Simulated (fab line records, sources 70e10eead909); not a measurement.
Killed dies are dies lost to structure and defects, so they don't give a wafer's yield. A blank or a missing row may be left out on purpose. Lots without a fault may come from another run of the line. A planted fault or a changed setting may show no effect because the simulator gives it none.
Which tool did it? | flow nand_harc | 24 lots, 72 wafers sampled, at 6 steps of a route of 1159

WHAT THE GAUGES READ, wafer by wafer
NHARC_A_M0_THK_MEAS_24: measures by xrf.
lot  | measured     | on            | thk_nm (nm)
L077 | day 22 23:28 | film_metro-01 | 114.4 113.5 113.0
L078 | day 23 07:03 | film_metro-02 | 113.5 113.9 111.4
L074 | day 23 10:31 | film_metro-02 | 113.8 113.6 115.6
L076 | day 23 10:53 | film_metro-02 | 114.3 110.8 112.5
L075 | day 23 11:48 | film_metro-01 | 115.6 113.2 113.9
L082 | day 23 12:41 | film_metro-02 | 112.8 112.7 113.4
L080 | day 23 19:25 | film_metro-01 | 113.6 112.8 111.3
L079 | day 23 23:28 | film_metro-01 | 113.8 114.3 114.3
L081 | day 23 23:54 | film_metro-01 | 115.0 112.4 112.6
L084 | day 24 00:21 | film_metro-02 | 115.2 114.7 116.0
L083 | day 24 01:31 | film_metro-01 | 113.3 112.7 114.7
L087 | day 24 05:58 | film_metro-01 | 114.4 115.5 114.1
L088 | day 25 05:37 | film_metro-02 | 114.1 115.2 115.8
L085 | day 25 05:56 | film_metro-01 | 113.9 114.2 115.9
L089 | day 25 07:01 | film_metro-02 | 111.5 113.6 114.9
L093 | day 25 07:43 | film_metro-01 | 114.5 114.2 114.0
L091 | day 25 08:02 | film_metro-02 | 114.9 110.2 111.6
L092 | day 25 08:08 | film_metro-02 | 114.9 115.2 116.3
L095 | day 25 12:47 | film_metro-02 | 113.1 114.1 112.5
L094 | day 25 14:08 | film_metro-02 | 115.1 111.4 115.6
L090 | day 25 19:12 | film_metro-02 | 113.7 111.6 114.6
L086 | day 26 04:18 | film_metro-01 | 112.7 114.5 113.8
L097 | day 26 14:56 | film_metro-01 | 112.4 116.7 115.5
L096 | day 26 16:03 | film_metro-02 | 114.2 115.5 114.2

NHARC_A_M1_INSPECT_27.
lot  | measured     | on                | raw_defect_count
L077 | day 23 03:39 | defect_inspect-02 | 357 525 370
L078 | day 23 11:38 | defect_inspect-01 | 499 453 456
L074 | day 23 14:48 | defect_inspect-02 | 543 372 484
L076 | day 23 15:10 | defect_inspect-01 | 306 301 262
L075 | day 23 16:06 | defect_inspect-01 | 323 322 372
L082 | day 23 17:09 | defect_inspect-01 | 379 315 255
L080 | day 23 23:58 | defect_inspect-02 | 439 325 362
L079 | day 24 03:41 | defect_inspect-02 | 568 618 710
L081 | day 24 04:14 | defect_inspect-01 | 481 375 458
L084 | day 24 04:35 | defect_inspect-01 | 478 385 337
L083 | day 24 05:43 | defect_inspect-01 | 418 433 475
L087 | day 24 10:26 | defect_inspect-02 | 358 266 485
L088 | day 25 10:01 | defect_inspect-02 | 686 469 422
L085 | day 25 10:16 | defect_inspect-02 | 528 583 476
L089 | day 25 11:20 | defect_inspect-01 | 411 409 484
L093 | day 25 12:38 | defect_inspect-02 | 480 461 430
L091 | day 25 13:38 | defect_inspect-02 | 389 376 330
L092 | day 25 13:28 | defect_inspect-02 | 683 659 563
L095 | day 25 17:05 | defect_inspect-01 | 277 519 314
L094 | day 25 18:41 | defect_inspect-01 | 380 455 404
L090 | day 25 23:42 | defect_inspect-02 | 480 437 384
L086 | day 26 08:29 | defect_inspect-01 | 561 384 433
L097 | day 26 19:10 | defect_inspect-02 | 411 468 331
L096 | day 26 20:28 | defect_inspect-02 | 397 443 441

NHARC_A_BONDPAD_THK_MEAS_20: measures by xrf.
lot  | measured     | on            | thk_nm (nm)
L077 | day 23 08:23 | film_metro-02 | 169.3 169.1 170.9
L078 | day 23 16:08 | film_metro-02 | 172.1 169.5 168.3
L074 | day 23 19:15 | film_metro-01 | 170.7 171.7 170.7
L076 | day 23 19:46 | film_metro-02 | 170.3 169.5 169.6
L075 | day 23 20:34 | film_metro-01 | 168.5 168.0 167.3
L082 | day 23 21:31 | film_metro-02 | 166.8 169.2 172.0
L080 | day 24 04:49 | film_metro-01 | 171.3 169.2 172.3
L079 | day 24 08:13 | film_metro-02 | 170.6 170.2 169.6
L081 | day 24 08:44 | film_metro-01 | 169.8 170.8 167.7
L084 | day 24 09:14 | film_metro-01 | 170.5 168.7 171.8
L083 | day 24 10:32 | film_metro-01 | 171.4 171.1 169.1
L087 | day 24 15:02 | film_metro-02 | 171.7 169.9 169.3
L088 | day 25 14:35 | film_metro-01 | 166.9 169.0 170.2
L085 | day 25 14:48 | film_metro-01 | 172.7 172.0 170.8
L089 | day 25 16:22 | film_metro-02 | 168.6 169.9 168.9
L093 | day 25 17:14 | film_metro-01 | 168.5 170.7 168.4
L091 | day 25 18:29 | film_metro-01 | 171.6 169.8 170.0
L092 | day 25 18:10 | film_metro-02 | 170.7 171.9 172.3
L095 | day 25 21:44 | film_metro-02 | 169.7 169.4 169.7
L094 | day 25 23:10 | film_metro-02 | 168.2 168.9 169.9
L090 | day 26 04:10 | film_metro-02 | 169.3 167.3 169.4
L086 | day 26 13:25 | film_metro-02 | 168.0 170.6 171.0
L097 | day 26 23:44 | film_metro-02 | 171.9 168.7 171.7
L096 | day 27 01:00 | film_metro-02 | 168.4 169.8 170.9

WHICH TOOL RAN EACH LOT (tool, then ch and the chambers of the sampled wafers, then the start)
lot  | NHARC_A_M0_PRE_CLEAN_29                 | NHARC_A_M1_ANNEAL_31             | NHARC_A_BONDPAD_CMP_29
L077 | pvd_sputter-01, day 22 23:28 or earlier | rtp_anneal-02 ch 0, day 23 02:50 | cmp-04 ch 0,1,3, day 23 04:50
L078 | pvd_sputter-03, day 23 07:03 or earlier | rtp_anneal-01 ch 0, day 23 10:49 | cmp-03 ch 0,2,3, day 23 12:47
L074 | pvd_sputter-03, day 23 10:31 or earlier | rtp_anneal-01 ch 0, day 23 13:59 | cmp-02 ch 0,1,2, day 23 15:58
L076 | pvd_sputter-01, day 23 10:53 or earlier | rtp_anneal-02 ch 0, day 23 14:22 | cmp-03 ch 0,2,3, day 23 16:20
L075 | pvd_sputter-01, day 23 11:48 or earlier | rtp_anneal-02 ch 0, day 23 15:17 | cmp-03 ch 0,2,3, day 23 17:22
L082 | pvd_sputter-01, day 23 12:41 or earlier | rtp_anneal-02 ch 0, day 23 16:19 | cmp-04 ch 0,2,3, day 23 18:18
L080 | pvd_sputter-03, day 23 19:25 or earlier | rtp_anneal-01 ch 0, day 23 23:18 | cmp-04 ch 2,3, day 24 01:05
L079 | pvd_sputter-02, day 23 23:28 or earlier | rtp_anneal-02 ch 0, day 24 03:01 | cmp-03 ch 0,3, day 24 04:47
L081 | pvd_sputter-03, day 23 23:54 or earlier | rtp_anneal-01 ch 0, day 24 03:28 | cmp-03 ch 1,2, day 24 05:21
L084 | pvd_sputter-01, day 24 00:21 or earlier | rtp_anneal-02 ch 0, day 24 03:49 | cmp-04 ch 0,2, day 24 05:44
L083 | pvd_sputter-01, day 24 01:31 or earlier | rtp_anneal-02 ch 0, day 24 04:57 | cmp-02 ch 0,1,3, day 24 06:53
L087 | pvd_sputter-01, day 24 05:58 or earlier | rtp_anneal-02 ch 0, day 24 09:38 | cmp-02 ch 0,1,3, day 24 11:41
L088 | pvd_sputter-03, day 25 05:37 or earlier | rtp_anneal-01 ch 0, day 25 09:12 | cmp-04 ch 0,2,3, day 25 11:08
L085 | pvd_sputter-01, day 25 05:56 or earlier | rtp_anneal-02 ch 0, day 25 09:26 | cmp-03 ch 1,2, day 25 11:23
L089 | pvd_sputter-02, day 25 07:01 or earlier | rtp_anneal-02 ch 0, day 25 10:34 | cmp-02 ch 1,3, day 25 12:28
L093 | pvd_sputter-02, day 25 07:43 or earlier | rtp_anneal-01 ch 0, day 25 11:49 | cmp-03 ch 1,2,3, day 25 13:47
L091 | pvd_sputter-03, day 25 08:02 or earlier | rtp_anneal-02 ch 0, day 25 12:56 | cmp-03 ch 1,2, day 25 15:03
L092 | pvd_sputter-01, day 25 08:08 or earlier | rtp_anneal-01 ch 0, day 25 12:39 | cmp-02 ch 1,2, day 25 14:48
L095 | pvd_sputter-03, day 25 12:47 or earlier | rtp_anneal-02 ch 0, day 25 16:20 | cmp-03 ch 1,2, day 25 18:12
L094 | pvd_sputter-03, day 25 14:08 or earlier | rtp_anneal-02 ch 0, day 25 17:52 | cmp-02 ch 2,3, day 25 19:49
L090 | pvd_sputter-01, day 25 19:12 or earlier | rtp_anneal-02 ch 0, day 25 22:53 | cmp-03 ch 0,1,3, day 26 00:52
L086 | pvd_sputter-01, day 26 04:18 or earlier | rtp_anneal-01 ch 0, day 26 07:40 | cmp-03 ch 1,2,3, day 26 09:43
L097 | pvd_sputter-02, day 26 14:56 or earlier | rtp_anneal-02 ch 0, day 26 18:21 | cmp-04 ch 2,3, day 26 20:18
L096 | pvd_sputter-01, day 26 16:03 or earlier | rtp_anneal-02 ch 0, day 26 19:38 | cmp-04 ch 0,1,3, day 26 21:35
- NHARC_A_M0_PRE_CLEAN_29: time 30 s.
- NHARC_A_M1_ANNEAL_31: time 90 s.
- NHARC_A_BONDPAD_CMP_29: polishes SiCN, target thk 200 nm.

WHAT THE TOOLS THEMSELVES READ (means of the sampled wafers that have a number; where no wafer has one, the mark that the record gives instead)
NHARC_A_M0_PRE_CLEAN_29.
lot  | tool           | heater_power_w (W)
L077 | pvd_sputter-01 | 460
L078 | pvd_sputter-03 | 393
L074 | pvd_sputter-03 | 380
L076 | pvd_sputter-01 | 453
L075 | pvd_sputter-01 | 456
L082 | pvd_sputter-01 | 475
L080 | pvd_sputter-03 | 382
L079 | pvd_sputter-02 | 440
L081 | pvd_sputter-03 | 382
L084 | pvd_sputter-01 | 427
L083 | pvd_sputter-01 | 489
L087 | pvd_sputter-01 | 431
L088 | pvd_sputter-03 | 382
L085 | pvd_sputter-01 | 429
L089 | pvd_sputter-02 | 447
L093 | pvd_sputter-02 | 403
L091 | pvd_sputter-03 | 381
L092 | pvd_sputter-01 | 452
L095 | pvd_sputter-03 | 379
L094 | pvd_sputter-03 | 383
L090 | pvd_sputter-01 | 415
L086 | pvd_sputter-01 | 465
L097 | pvd_sputter-02 | 454
L096 | pvd_sputter-01 | 454

NHARC_A_M1_ANNEAL_31.
lot  | tool          | wafer_temp_C_max
L077 | rtp_anneal-02 | 226.4
L078 | rtp_anneal-01 | 226.1
L074 | rtp_anneal-01 | 226.4
L076 | rtp_anneal-02 | 226.0
L075 | rtp_anneal-02 | 226.0
L082 | rtp_anneal-02 | 225.9
L080 | rtp_anneal-01 | 226.3
L079 | rtp_anneal-02 | 225.9
L081 | rtp_anneal-01 | 226.3
L084 | rtp_anneal-02 | 225.9
L083 | rtp_anneal-02 | 225.9
L087 | rtp_anneal-02 | 225.9
L088 | rtp_anneal-01 | 226.2
L085 | rtp_anneal-02 | 225.6
L089 | rtp_anneal-02 | 226.0
L093 | rtp_anneal-01 | 226.4
L091 | rtp_anneal-02 | 226.0
L092 | rtp_anneal-01 | 226.5
L095 | rtp_anneal-02 | 225.8
L094 | rtp_anneal-02 | 226.1
L090 | rtp_anneal-02 | 226.2
L086 | rtp_anneal-01 | 226.3
L097 | rtp_anneal-02 | 226.3
L096 | rtp_anneal-02 | 225.8

NHARC_A_BONDPAD_CMP_29.
lot  | tool   | motor_current_A (A) | slurry_filter_dp_kPa (kPa)
L077 | cmp-04 | 11.9                | 13.59
L078 | cmp-03 | 11.8                | 13.48
L074 | cmp-02 | 12.6                | 13.48
L076 | cmp-03 | 12.0                | 13.45
L075 | cmp-03 | 12.0                | 13.56
L082 | cmp-04 | 12.1                | 13.51
L080 | cmp-04 | 12.6                | 13.58
L079 | cmp-03 | 13.2                | 13.54
L081 | cmp-03 | 10.9                | 13.55
L084 | cmp-04 | 12.3                | 13.50
L083 | cmp-02 | 12.2                | 13.63
L087 | cmp-02 | 11.9                | 13.44
L088 | cmp-04 | 12.1                | 13.48
L085 | cmp-03 | 10.8                | 13.55
L089 | cmp-02 | 10.9                | 13.58
L093 | cmp-03 | 12.0                | 13.46
L091 | cmp-03 | 11.1                | 13.44
L092 | cmp-02 | 12.1                | 13.61
L095 | cmp-03 | 10.9                | 13.51
L094 | cmp-02 | 12.2                | 13.56
L090 | cmp-03 | 11.6                | 13.51
L086 | cmp-03 | 12.4                | 13.39
L097 | cmp-04 | 13.2                | 13.53
L096 | cmp-04 | 12.0                | 13.43

THE ANSWER, worked out from the rows above alone
Rule: what is usual is taken from the lots themselves. Put in order of their means at a reading, lots are off if they are a third of the lots or fewer, leave a main group of 4 or more, and stand apart from it by a gap of 3 or more times the standard deviation of the main group's means; of several such gaps the widest counts. A main group whose means are all the same, to the digits that the tables above print for the reading, isn't used. A lot without any number at a reading at which 4 lots or more have one is off too. The other lots that the step has rows for count as sound. The gauges are gone through in route order, then the tools' own readings, and for those a lot's mean is taken as printed above. The first step at which some lot is off is used, and at that step the reading that is off furthest; a lot without a number counts as furthest.
No lot is off at any reading shown: from this, nothing can be told.

WHAT THE SIMULATOR HAD PUT IN
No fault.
